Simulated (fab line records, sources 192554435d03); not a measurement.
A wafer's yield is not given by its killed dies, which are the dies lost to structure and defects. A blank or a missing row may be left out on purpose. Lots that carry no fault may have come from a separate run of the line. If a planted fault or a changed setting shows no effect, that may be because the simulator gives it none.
fab line records	flow n5-finfet
[record] lots = 10	wafers = 25	last-day = 17
route steps=1938 shown BEOL_M4@1111 BEOL_M10@1511 PASSIVATION@1936
lots that met no fault: taken from a fault-free run of the same line
start-h: the number of hours between the record's first day and the start of the first shown wafer of the lot	wait-h: hours since the lot's step before	" unchanged from the row above	L1.1+2: one row covering several wafers at once	- no value, or no start given	* or withheld: withheld	< > ~ a bound
route shown NAME@n: names a module that has steps shown in the file, with the first one's number in the route	usual: mean/standard deviation of fault-free wafers	same: alike in all rows	chamber/n: place in a boat	sites: readings site by site	_std_site: standard deviation of those values	_edge_site: the outer-site mean with the inner-site mean subtracted	radius-mm: how far each site lies from the wafer's centre	mask NAME#n: copy n	behind: tool/chamber where the wafer was last shaped	hold: why the lot was held/for how many hours/how that ended	device: the n, p or np transistor that did not switch	end of line: the tests these same wafers got at the end of their route	where a step has no rows: the recipe by itself	killed: dies that structure and defects cost at the first sort, which is not the same as the wafer's yield	map: shows each die of a wafer: x if killed, . if not, _ if none is there
set.NAME: the setting as run; set.NAME@STEP: as run at that earlier step	model.NAME: the simulator's own value behind a step, which no gauge read
one table for each step of the route and one row for each wafer, over a sample of lots
services: the hour from which a tool's chamber was out of use, counted from the record's first day as start-h (under 0 if before that day), plus the number of hours and why
[[steps]]
[step N5_BEOL_M4_RC_MEAS_101]
[usual] DIBL_N = 36.0/2	DIBL_P = 35.9/2.5	IOFF_N = 0.16/0.038	IOFF_P = 0.21/0.04	ION_N = 675/14	ION_P = 462/9.4	SS_N = 71.5/0.75	SS_P = 73.2/0.74	VT_N = 250/3.9	VT_P = -251/3.2
lot.wafer	tool	chamber	start-h	wait-h	DIBL_N[mV/V]	DIBL_P[mV/V]	IOFF_N[nA/um]	IOFF_P[nA/um]	ION_N[uA/um]	ION_P[uA/um]	SS_N[mV/dec]	SS_P[mV/dec]	VT_N[mV]	VT_P[mV]
L853.4	prober-01	0	182.65	0.5	36.7	37.6	0.18	0.24	670	463	72.8	73.0	249	-249
L853.5	"	0	"	"	37.8	38.4	0.21	0.24	678	455	73.3	74.1	250	-249
L853.6	"	0	"	"	34.0	33.3	0.13	0.16	667	459	72.2	73.1	257	-254
L854.1	prober-01	0	197.12	0.0	37.3	37.2	0.17	0.19	664	446	72.3	73.7	251	-255
L854.2	"	0	"	"	32.4	31.9	0.11	0.14	654	445	70.8	72.6	256	-257
L854.6	"	0	"	"	38.7	39.4	0.20	0.25	670	459	71.8	74.5	246	-251
L856.2	prober-02	0	200.00	0.2	32.5	32.2	0.11	0.16	679	473	69.6	71.7	256	-251
L856.3	"	0	"	"	35.9	35.1	0.15	0.19	676	460	70.2	73.4	251	-251
L856.6	"	0	"	"	35.7	35.0	0.15	0.18	675	464	70.1	72.7	251	-249
L857.2	prober-01	0	205.27	0.2	34.7	33.1	0.14	0.18	668	461	71.0	72.9	250	-253
L857.5	"	0	"	"	35.0	34.7	0.15	0.20	675	464	71.1	73.1	249	-250
L857.6	"	0	"	"	37.0	35.0	0.18	0.20	661	456	73.0	73.8	249	-250
L866.4	prober-01	0	272.49	0.5	34.9	34.7	0.13	0.18	658	448	72.0	73.1	254	-253
L866.5	"	0	"	"	39.8	40.8	0.25	0.29	683	465	72.4	74.8	242	-246
L868.1	prober-02	0	272.75	0.0	33.8	34.0	0.11	0.18	664	460	70.7	72.6	254	-251
L868.4	"	0	"	"	41.3	42.8	0.28	0.35	705	482	72.3	74.6	240	-243
L868.6	"	0	"	"	34.4	34.7	0.13	0.19	673	464	70.6	72.5	252	-252
L869.3	prober-01	0	273.98	0.3	33.9	30.5	0.13	0.16	653	444	70.8	72.2	252	-256
L869.4	"	0	"	"	39.8	39.0	0.27	0.30	696	469	72.6	73.9	241	-244
L871.5	prober-01	0	296.35	0.6	36.6	36.4	0.14	0.22	661	458	71.7	73.2	253	-250
L871.6	"	0	"	"	37.0	37.0	0.16	0.24	672	466	71.4	73.7	249	-249
L872.5	prober-01	0	301.39	0.6	34.7	35.0	0.12	0.17	664	460	71.2	72.7	254	-253
L872.6	"	0	"	"	33.0	31.9	0.11	0.15	663	464	70.9	71.9	258	-256
L873.2	prober-01	0	311.46	0.2	38.3	37.2	0.19	0.21	689	465	72.3	74.2	249	-253
L873.5	"	0	"	"	39.1	37.9	0.21	0.22	679	454	73.5	73.3	246	-250
[step N5_BEOL_M10_STRIP_36]
[recipe] chemistry = N2/H2	power-w = 450	temp-c = 40	pressure-mtorr = 20	rf-frequency-hz = 6e+07	overash-fraction = 0.3	bias-power-w = 7	h2-frac = 0.5	n2-flow-sccm = 200	h2-flow-sccm = 200
[usual] bias-power-w = 7.001/0.022	drypump-motor-current-A = 5.6/0.44	n2-flow-sccm = 200.1/0.72	oes-product-au = 0.81/0.08	rf-vpp-V = 59.0/1.9	showerhead-plenum-p-Torr = 2.53/0.057	throttle-valve-pct = 23.8/0.38
[same] overash-fraction = 0.3
lot.wafer	tool	chamber	start-h	wait-h	bias-power-w	drypump-motor-current-A	n2-flow-sccm	oes-product-au	rf-hours-counter-h	rf-vpp-V	showerhead-plenum-p-Torr	throttle-valve-pct
L853.4	rie-diel-03	0	229.79	0.0	6.966	5.8	200.6	0.94	-	57.6	2.50	23.3
L853.5	"	1	"	"	6.954	6.3	199.9	0.81	-	57.5	2.56	23.8
L853.6	"	3	"	"	6.988	5.5	200.4	0.88	-	58.4	2.59	24.1
L854.1	rie-diel-04	2	241.70	0.0	6.995	5.5	199.0	0.88	48	57.2	2.49	24.0
L854.2	"	1	"	"	6.982	5.3	199.4	0.82	70	57.1	2.50	24.1
L854.6	"	0	"	"	7.002	4.8	201.0	0.81	-	60.5	2.53	23.1
L856.2	rie-diel-05	3	245.53	0.0	7.008	5.8	199.5	0.69	201	58.0	2.50	23.8
L856.3	"	1	"	"	7.020	5.3	199.9	0.88	39	59.4	2.61	24.4
L856.6	"	2	"	"	7.008	5.3	200.2	0.72	-	60.3	2.56	24.1
L857.2	rie-diel-05	3	246.09	0.0	6.944	5.8	199.3	0.69	201	59.2	2.50	23.8
L857.5	"	1	"	"	6.993	5.3	200.8	0.88	-	58.9	2.61	24.4
L857.6	"	0	"	"	7.011	6.0	201.1	0.69	-	56.1	2.41	23.6
L866.4	rie-diel-03	0	317.32	0.0	6.981	5.8	200.4	0.87	44	59.4	2.48	23.4
L866.5	"	3	"	"	6.979	5.4	200.1	0.82	-	60.7	2.58	24.1
L869.3	rie-diel-04	3	322.18	0.0	7.037	6.3	199.9	0.90	26	55.5	2.60	23.8
L869.4	"	0	"	"	7.019	4.8	200.1	0.79	126	59.2	2.51	23.2
L868.1	rie-diel-03	0	322.35	0.0	7.035	5.8	200.3	0.88	46	61.5	2.48	23.4
L868.4	"	2	"	"	6.987	5.4	200.2	0.92	28	57.8	2.58	23.3
L868.6	"	3	"	"	7.016	5.4	201.5	0.81	-	59.1	2.58	24.1
L871.5	rie-diel-05	0	350.76	0.0	7.015	6.0	201.3	0.69	-	55.3	2.40	23.6
L871.6	"	3	"	"	6.979	5.8	199.1	0.67	-	57.9	2.49	23.8
L872.5	rie-diel-03	1	353.90	0.0	6.974	6.4	200.3	0.77	-	62.9	2.54	23.8
L872.6	"	0	"	"	7.033	5.8	201.6	0.86	-	61.5	2.48	23.3
L873.2	rie-diel-03	3	366.90	0.0	7.006	5.5	198.7	0.82	88	58.1	2.57	24.2
L873.5	"	0	"	"	7.014	5.8	200.0	0.85	-	60.2	2.47	23.4
[step N5_BEOL_M10_CD_MEAS_35]
[recipe] target-cd-nm = 70	polarity = opening
[usual] cd-nm = 69.9/0.82
lot.wafer	tool	chamber	start-h	wait-h	cd-nm
L853.4	cd-sem-02	-	230.15	0.0	69.3
L853.5	"	-	"	"	69.4
L853.6	"	-	"	"	69.9
L854.1	cd-sem-03	-	242.17	0.0	69.6
L854.2	"	-	"	"	69.5
L854.6	"	-	"	"	69.6
L856.2	cd-sem-02	-	245.91	0.0	71.4
L856.3	"	-	"	"	70.7
L856.6	"	-	"	"	71.5
L857.2	cd-sem-03	-	246.50	0.0	70.5
L857.5	"	-	"	"	70.4
L857.6	"	-	"	"	70.7
L866.4	cd-sem-03	-	317.70	0.0	71.4
L866.5	"	-	"	"	70.2
L869.3	cd-sem-03	-	322.56	0.0	70.0
L869.4	"	-	"	"	70.1
L868.1	cd-sem-03	-	322.73	0.0	70.7
L868.4	"	-	"	"	70.8
L868.6	"	-	"	"	70.3
L871.5	cd-sem-02	-	351.12	0.0	70.2
L871.6	"	-	"	"	69.9
L872.5	cd-sem-01	-	354.26	0.0	69.4
L872.6	"	-	"	"	69.3
L873.2	cd-sem-02	-	367.28	0.0	69.7
L873.5	"	-	"	"	69.8
[step N5_BEOL_M10_ALD_74]
[recipe] material = TaN	target-thk-a = 20	temp-c = 275	ald-precursor-family = PDMAT	ald-co-reactant = NH3	pressure-torr = 3	carrier-flow-sccm = 1500	pulse-time-s = 2	purge-time-s = 3	co-reactant-purge-time-s = 2	co-reactant-pulse-time-s = 3	ald-cycles = 40	precursor-vessel-temp-c = 75	precursor-vessel-pressure-torr = 26.25	precursor-vessel-carrier-sccm = 1000
[usual] heater-power-w = 412/26
lot.wafer	tool	chamber	start-h	wait-h	heater-power-w
L853.4	ald-metal-04	3	230.62	0.0	437
L853.5	"	3	"	"	434
L853.6	"	0	"	"	422
L854.1	ald-metal-01	1	242.99	0.0	403
L854.2	"	2	"	"	407
L854.6	"	0	"	"	393
L856.2	ald-metal-01	3	246.51	0.0	404
L856.3	"	0	"	"	384
L856.6	"	0	"	"	379
L857.2	ald-metal-01	3	247.77	0.3	408
L857.5	"	0	"	"	389
L857.6	"	1	"	"	403
L866.4	ald-metal-04	1	318.29	0.0	404
L866.5	"	3	"	"	433
L869.3	ald-metal-02	0	323.11	0.0	457
L869.4	"	2	"	"	450
L868.1	ald-metal-02	2	323.37	0.1	446
L868.4	"	3	"	"	415
L868.6	"	1	"	"	405
L871.5	ald-metal-01	1	351.83	0.2	409
L871.6	"	0	"	"	378
L872.5	ald-metal-02	2	355.14	0.2	434
L872.6	"	3	"	"	344
L873.2	ald-metal-02	1	368.30	0.1	383
L873.5	"	2	"	"	426
[step N5_BEOL_M10_ANNEAL_51]
[recipe] temp-c = 225	time-s = 90	ambient = N2
[usual] anneal-temp-c = 225.04/0.18	anneal-temp-c-max = 226.8/0.41	wafer_temp_C_max = 225.9/0.54
lot.wafer	tool	chamber	start-h	wait-h	anneal-temp-c	anneal-temp-c-max	wafer_temp_C_max
L853.4	rtp-anneal-02	0	231.50	0.2	224.89	226.1	226.3
L853.5	"	0	"	"	224.76	226.2	226.0
L853.6	"	0	"	"	224.96	226.3	226.0
L854.1	rtp-anneal-02	-	243.84	0.1	-	-	-
L854.2	"	-	"	"	-	-	-
L854.6	"	-	"	"	-	-	-
L856.2	rtp-anneal-01	-	247.43	0.2	-	-	-
L856.3	"	-	"	"	-	-	-
L856.6	"	-	"	"	-	-	-
L857.2	rtp-anneal-01	-	249.42	0.3	-	-	-
L857.5	"	-	"	"	-	-	-
L857.6	"	-	"	"	-	-	-
L866.4	rtp-anneal-02	0	319.19	0.2	225.01	226.1	226.9
L866.5	"	0	"	"	225.34	226.5	227.0
L869.3	rtp-anneal-01	0	324.45	0.6	225.17	227.0	225.6
L869.4	"	0	"	"	225.13	226.8	225.4
L868.1	rtp-anneal-01	0	325.94	0.2	225.01	226.7	225.7
L868.4	"	0	"	"	224.95	226.7	225.6
L868.6	"	0	"	"	224.69	226.3	225.7
L871.5	rtp-anneal-01	0	353.32	0.8	224.56	226.1	225.4
L871.6	"	0	"	"	224.98	226.6	225.4
L872.5	rtp-anneal-01	0	356.80	0.9	224.77	226.9	225.6
L872.6	"	0	"	"	224.93	226.8	225.6
L873.2	rtp-anneal-02	0	369.22	0.3	224.71	226.1	227.1
L873.5	"	0	"	"	224.70	226.1	226.4
[step N5_BEOL_M10_CMP_52]
[recipe] stop-on = SiCOH_lowk	t-overpolish-s = 7	down-force-psi = 1	platen-rpm = 50	clearing-platen-down-force-psi = 1.5	clearing-platen-rpm = 50	post-cmp-clean = cu-alkaline	target-thk-nm = 140	clearing-platen-pad-velocity-m-s = 0.99484	pad-velocity-m-s = 0.99484
[usual] barrier-field-endpoint-s = 29.6/1	motor-current-A = 6.1/0.65	overpolish-run-s = 7.000/0.01	time-to-endpoint-s = 69/5.1
lot.wafer	tool	chamber	start-h	wait-h	barrier-field-endpoint-s	motor-current-A	overpolish-run-s	time-to-endpoint-s
L853.4	cmp-04	1	231.77	0.2	29.9	6.3	7.024	74
L853.5	"	2	"	"	28.8	6.2	7.002	68
L853.6	"	3	"	"	29.4	6.1	6.980	72
L854.1	cmp-03	2	244.19	0.3	33.6	5.9	6.997	85
L854.2	"	3	"	"	32.7	5.9	6.980	87
L854.6	"	1	"	"	36.5	5.7	6.998	85
L856.2	cmp-03	1	247.68	0.2	36.2	5.5	6.994	87
L856.3	"	3	"	"	34.1	5.6	7.016	87
L856.6	"	2	"	"	35.5	6.2	7.001	87
L857.2	cmp-04	1	249.78	0.3	36.9	6.5	7.013	87
L857.5	"	2	"	"	35.7	6.2	7.000	88
L857.6	"	3	"	"	35.8	5.8	7.008	86
L866.4	cmp-04	1	319.39	0.2	30.5	6.3	6.999	71
L866.5	"	0	"	"	30.5	6.6	7.003	72
L869.3	cmp-04	3	324.65	0.2	30.9	6.0	7.000	72
L869.4	"	1	"	"	31.0	6.6	6.981	73
L868.4	cmp-03	2	326.31	0.2	29.8	5.9	6.999	68
L868.1	"	3	"	"	28.6	5.8	6.982	65
L868.6	"	1	"	"	29.9	5.5	6.991	74
L871.6	cmp-02	0	353.59	0.2	30.5	5.9	6.996	71
L871.5	"	1	"	"	29.1	4.9	6.991	63
L872.6	cmp-03	1	357.07	0.2	30.6	5.3	7.007	77
L872.5	"	2	"	"	29.3	6.0	6.994	68
L873.2	cmp-04	3	369.51	0.2	29.5	6.1	6.995	68
L873.5	"	3	"	"	29.3	6.1	6.999	71
[step N5_PASSIVATION_PROBE_49]
[usual] defect-limited-yield = 91.3/1.5	killed_at_M0_to_M3 = 33/12	killed_at_M4_up = 15/5.2	killed-at-contacts = 12/5.1	killed-at-front-end = 39/11	killed-at-other = 5/3.6	killed-dies = 103/18	killed-on-rim = 14/4.3	killed-open = 67/13	killed-short = 33/7.8	sort_bin_5_function = 5.1/0.96	sort_bin_6_memory = 3.2/0.71	sort_bin_8_speed = 0.01/0.063	sort-n-pass = 1077/18
[same] gross-dies = 1180	killed-at-back-side = 0	sort_bin_4_leakage[%] = 0
lot.wafer	tool	chamber	start-h	wait-h	defect-limited-yield[%]	killed_at_M0_to_M3	killed_at_M4_up	killed-at-contacts	killed-at-front-end	killed-at-other	killed-dies	killed-on-rim	killed-open	killed-short	sort_bin_5_function[%]	sort_bin_6_memory[%]	sort_bin_8_speed[%]	sort-n-pass
L854.1	prober-01	-	292.12	0.0	68.3	16	297	13	44	4	374	152	68	20	4.3	3.0	0	806
L854.2	prober-01	-	292.17	0.1	63.1	16	388	5	25	2	436	7	41	13	3.1	1.4	0	744
L854.6	prober-01	-	292.37	0.3	92.9	10	21	12	37	4	84	8	57	23	4.9	2.0	0	1096
L856.2	prober-02	-	297.90	0.1	67.7	18	304	11	37	11	381	11	68	22	5.2	2.5	0	799
L856.3	prober-02	-	297.95	0.1	89.3	49	21	19	31	6	126	22	97	29	6.7	3.6	0	1054
L856.6	prober-02	-	298.10	0.3	61.8	19	369	18	28	17	451	16	57	40	4.8	3.1	0	729
L857.2	prober-02	-	300.56	0.1	61.5	33	348	8	62	3	454	152	66	48	6.0	3.4	0	726
L857.5	prober-02	-	300.71	0.2	50.3	44	482	6	46	8	586	12	63	44	4.9	4.1	0	594
L857.6	prober-02	-	300.76	0.3	50.3	27	488	8	56	7	586	13	69	42	6.4	2.9	0.08	594
L871.5	prober-02	-	397.65	0.2	90.7	37	16	5	49	3	110	12	71	35	5.8	3.1	0	1070
L871.6	prober-02	-	397.70	0.3	90.9	25	17	10	51	4	107	13	60	38	4.8	3.2	0	1073
// killed by level:class
L854.1 BEOL_M10:area-cmp=285 MOL_CONTACT_COAG:geometric-particle:open=12 FIN_SAQP:geometric-particle:open=8 STI_FIN_REVEAL:geometric-particle:open=7 FIN_SAQP:geometric-particle:short=6 BEOL_M3:geometric-particle:open=6 GATE_CUT:geometric-particle:open=5 BEOL_M4:geometric-particle:open=5
L854.2 BEOL_M10:area-cmp=381 BEOL_M3:geometric-particle:open=7 STI_FIN_REVEAL:geometric-particle:open=6 GATE_CUT:geometric-particle:open=6 FIN_SAQP:geometric-particle:open=3 MOL_CONTACT_COAG:geometric-particle:short=3 BEOL_M4:geometric-particle:open=3 GATE_CUT:geometric-particle:short=2
L854.6 FIN_SAQP:geometric-particle:open=12 MOL_CONTACT_COAG:geometric-particle:open=10 BEOL_M4:geometric-particle:open=6 STI_FIN_REVEAL:geometric-particle:open=4 SPACER0:geometric-particle:short=4 BEOL_M7:geometric-particle:open=4 FIN_SAQP:geometric-particle:short=3 BEOL_M2:geometric-particle:open=3
L856.2 BEOL_M10:area-cmp=290 MOL_CONTACT_COAG:geometric-particle:open=11 STI_FIN_REVEAL:geometric-particle:open=10 BEOL_M4:geometric-particle:open=6 BEOL_M5:geometric-particle:open=5 STARTING-WAFER:geometric-particle:open=5 BEOL_M1:geometric-particle:open=4 ILD0:geometric-particle:open=4
L856.3 MOL_CONTACT_COAG:geometric-particle:open=17 BEOL_M1:geometric-particle:open=17 BEOL_M4:geometric-particle:open=13 BEOL_M3:geometric-particle:open=10 GATE_CUT:geometric-particle:short=7 FIN_SAQP:geometric-particle:open=6 GATE_CUT:geometric-particle:open=6 BEOL_M2:geometric-particle:open=6
L856.6 BEOL_M10:area-cmp=354 MOL_CONTACT_COAG:geometric-particle:open=10 MOL_CONTACT_COAG:geometric-particle:short=8 BEOL_M4:geometric-particle:open=7 FIN_SAQP:geometric-particle:open=6 BEOL_M3:geometric-particle:open=6 PASS1_CAP:geometric-particle:open=5 FIN_SAQP:geometric-particle:short=4
L857.2 BEOL_M10:area-cmp=338 FIN_SAQP:geometric-particle:short=16 FIN_SAQP:geometric-particle:open=11 STI_FIN_REVEAL:geometric-particle:open=11 ILD0:geometric-particle:short=7 BEOL_M3:geometric-particle:open=7 BEOL_M0_SAQP:geometric-particle:short=6 BEOL_M0_SAQP:geometric-particle:open=6
L857.5 BEOL_M10:area-cmp=472 BEOL_M0_SAQP:geometric-particle:short=15 BEOL_M0_SAQP:geometric-particle:open=10 STI_FIN_REVEAL:geometric-particle:open=9 FIN_SAQP:geometric-particle:open=8 HKMG_FIN:area-etch=7 BEOL_M1:geometric-particle:open=6 MIM_TOP_ETCH:geometric-particle:short=5
L857.6 BEOL_M10:area-cmp=474 STI_FIN_REVEAL:geometric-particle:open=11 FIN_SAQP:geometric-particle:short=9 ILD0:geometric-particle:open=8 MOL_CONTACT_COAG:geometric-particle:open=8 BEOL_M0_SAQP:geometric-particle:short=8 BEOL_M0_SAQP:geometric-particle:open=8 GATE_CUT:geometric-particle:short=7
L871.5 GATE_CUT:geometric-particle:short=11 STI_FIN_REVEAL:geometric-particle:open=10 FIN_SAQP:geometric-particle:short=8 BEOL_M0_SAQP:geometric-particle:open=8 BEOL_M3:geometric-particle:open=8 BEOL_M0_SAQP:geometric-particle:short=7 BEOL_M2:geometric-particle:open=7 DUMMY_GATE:geometric-particle:open=6
L871.6 FIN_SAQP:geometric-particle:short=10 FIN_SAQP:geometric-particle:open=9 BEOL_M2:geometric-particle:open=9 MOL_CONTACT_COAG:geometric-particle:open=8 STI_FIN_REVEAL:geometric-particle:open=6 GATE_CUT:geometric-particle:short=6 BEOL_M3:geometric-particle:open=6 HKMG_FIN:area-etch=6
[[services]]
tool	chamber	start-h	hours	kind
cmp-02	-	206.20	2.5	repair
cmp-03	-	220.39	0.8	repair
ald-metal-02	-	230.35	14.6	pm
ald-metal-02	-	247.86	6.0	pm
ald-metal-04	0	251.33	5.2	repair
ald-metal-02	-	254.19	0.4	repair
cmp-02	-	255.23	2.4	repair
rie-diel-05	3	257.16	2.8	repair
cmp-02	-	259.41	8.9	repair
ald-metal-02	-	271.66	0.2	repair
rtp-anneal-01	-	275.01	1.8	pm
rie-diel-04	2	277.62	3.7	repair
cmp-04	-	278.83	0.6	repair
cmp-02	-	280.10	1.0	repair
cmp-04	-	288.10	4.0	pm
ald-metal-01	-	295.16	8.7	pm
cmp-03	-	297.69	2.2	repair
rie-diel-05	-	312.87	0.5	repair
rie-diel-05	-	314.04	0.3	repair
rie-diel-03	3	328.53	19.9	repair
ald-metal-02	-	337.32	14.0	pm
rie-diel-05	1	338.88	7.3	repair
rie-diel-05	2	346.91	6.7	repair
ald-metal-02	-	352.09	0.4	repair
[[key]]
[first-sign] step = N5_BEOL_M10_ANNEAL_51	reading = tool-record	direction = missing
[effect] step = N5_BEOL_M10_CMP_52	reading = barrier-field-endpoint-s	direction = up	sigmas = 5.6	usual = 29.6	struck = 35.2
[effect] step = N5_PASSIVATION_PROBE_49	reading = killed_at_M4_up	direction = up	sigmas = 55	usual = 15	struck = 302	wafers-moved = 7
[more-kills-born-at] N5_BEOL_M10_CMP_52@cmp-03 = 1310	N5_BEOL_M10_CMP_52@cmp-04 = 1284
met-at N5_BEOL_M10_ANNEAL_51
struck-lots L854,L856,L857
not-acting-at N5_BEOL_M10_STRIP_36,N5_BEOL_M10_CD_MEAS_35,N5_BEOL_M10_ALD_74
onset-between 231.50 243.84
[fault] kind = skipped-step-whole	tool = rtp-anneal-01,rtp-anneal-02	chamber = -	onset-h = 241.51	steps = N5_BEOL_M10_ANNEAL_51	scope = struck-lots-only
